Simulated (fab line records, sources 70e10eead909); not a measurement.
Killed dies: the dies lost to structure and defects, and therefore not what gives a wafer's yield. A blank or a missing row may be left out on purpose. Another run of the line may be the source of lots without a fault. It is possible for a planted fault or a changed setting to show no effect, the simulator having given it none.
Struck lot and sound lot, side by side    flow nand-harc    13 steps out of a route of 1302
Sound: these wafers, L146.2, L146.3, L146.4. Struck: wafer L164.2 (L164.1, L164.3, from the same lot, were not struck and are left out); the cause is given at the end.
At each step with rows: each side's tool, then ch and its chambers, then its first start. Under that, the readings that differ: sound wafers    struck wafers    difference of the means    sigmas: that difference in standard deviations of wafers without a fault.
alike: a reading whose means differ by less than 2 such deviations, as well as words and numbers matching on both sides. not compared: withheld readings; readings where some wafer has no value; bounds like >300 that might hide an equal value; numbers whose values overlap and for which the record gives no deviation.
The two part at a step that has a row with sigmas, a row that says differs or no value, or rows on one side only. Non-overlapping numbers with no deviation appear without sigmas and do not part them. Lack of a reading on every wafer of one side parts them only where that side has two or more wafers.

NHARC_P_CONTACT_ETCH_36: etches the open film in N2/H2, target depth 260 nm, time 406.25 s.
  sound: rie-diel-08 ch 1,2,3; struck: rie-diel-08 ch 0
reading                      sound        struck  difference  sigmas
drypump-motor-current-A (A)  5.9 5.4 5.5  6.6     +1.0        +2
rf-hours-counter-h (h)       3.6 3.5 4.0  4.3     +0.6        
  alike: oes-product-au, rf-vpp-V, showerhead-plenum-p-Torr, throttle-valve-pct
NHARC_P_CONTACT_ETCH_18: etches the open film in C4F8/O2/Ar, target depth 481 nm, time 240.5 s.
  sound: rie-diel-08 ch 0,2,3; struck: rie-diel-08 ch 2
reading                 sound        struck  difference  sigmas
rf-hours-counter-h (h)  3.6 4.2 3.5  4.9     +1.1        
  alike: oes-product-au, rf-vpp-V
then, 2 steps without rows for these wafers: NHARC_P_CONTACT_STRIP_37 (strips in C4F8/O2/Ar); NHARC_P_CONTACT_ETCH_31 (etches the open film in CH3F/O2, target depth 30 nm, time 85.7 s).
NHARC_P_CONTACT_CD_MEAS_19:
  sound on cd-sem-02 at day 7 08:09; struck on cd-sem-03 at day 14 19:44
  alike: cd-nm
NHARC_P_CONTACT_STRIP_28: strips in O2.
  sound on rie-diel-13 ch 0,1,3, day 7 08:13; struck on rie-diel-13 ch 0, day 14 19:48
reading                 sound        struck  difference  sigmas
rf-hours-counter-h (h)  4.1 4.4 3.5  4.7     +0.7        
  alike: drypump-motor-current-A, oes-product-au, rf-vpp-V, showerhead-plenum-p-Torr, throttle-valve-pct
then, 1 step without rows for these wafers: NHARC_P_CONTACT_STRIP_29 (strips in post etch residue remover, time 1200 s).
NHARC_P_CONTACT_DEGAS_38: time 60 s.
  sound on pvd-sputter-03 at day 7 08:52; struck on pvd-sputter-01 at day 14 20:26
  alike: heater-power-w
then, 1 step without rows for these wafers: NHARC_P_CONTACT_PRE_CLEAN_39 (time 19.5 s).
NHARC_P_CONTACT_PVD_32: deposits Ti, target thk 5 nm, time 17.7 s.
  sound on pvd-sputter-03; struck on pvd-sputter-01
  alike: chamber-pressure-pa, throttle-valve-pct
then, 2 steps without rows for these wafers: NHARC_P_CONTACT_ALD_22 (deposits TiN, target thk 3 nm, pulse time 1 s, ald cycles 150); NHARC_P_CONTACT_CVD_23 (deposits W, target thk 200 nm, time 557 s).
NHARC_P_CONTACT_CMP_24: polishes, t overpolish 30 s, target thk 200 nm.
  sound on cmp-03 ch 1,2,3, day 7 09:57; struck on cmp-04 ch 0, day 14 21:32
reading                 sound           struck  difference  sigmas
time-to-endpoint-s (s)  34.6 34.9 36.6  20.3    -15.1       -7
  alike: motor-current-A, overpolish-run-s, retaining-ring-pressure-frac

WHERE THEY PART
At NHARC_P_CONTACT_ETCH_36 first; at NHARC_P_CONTACT_CMP_24 last (within this record only).

WHY: the cause the simulator had injected
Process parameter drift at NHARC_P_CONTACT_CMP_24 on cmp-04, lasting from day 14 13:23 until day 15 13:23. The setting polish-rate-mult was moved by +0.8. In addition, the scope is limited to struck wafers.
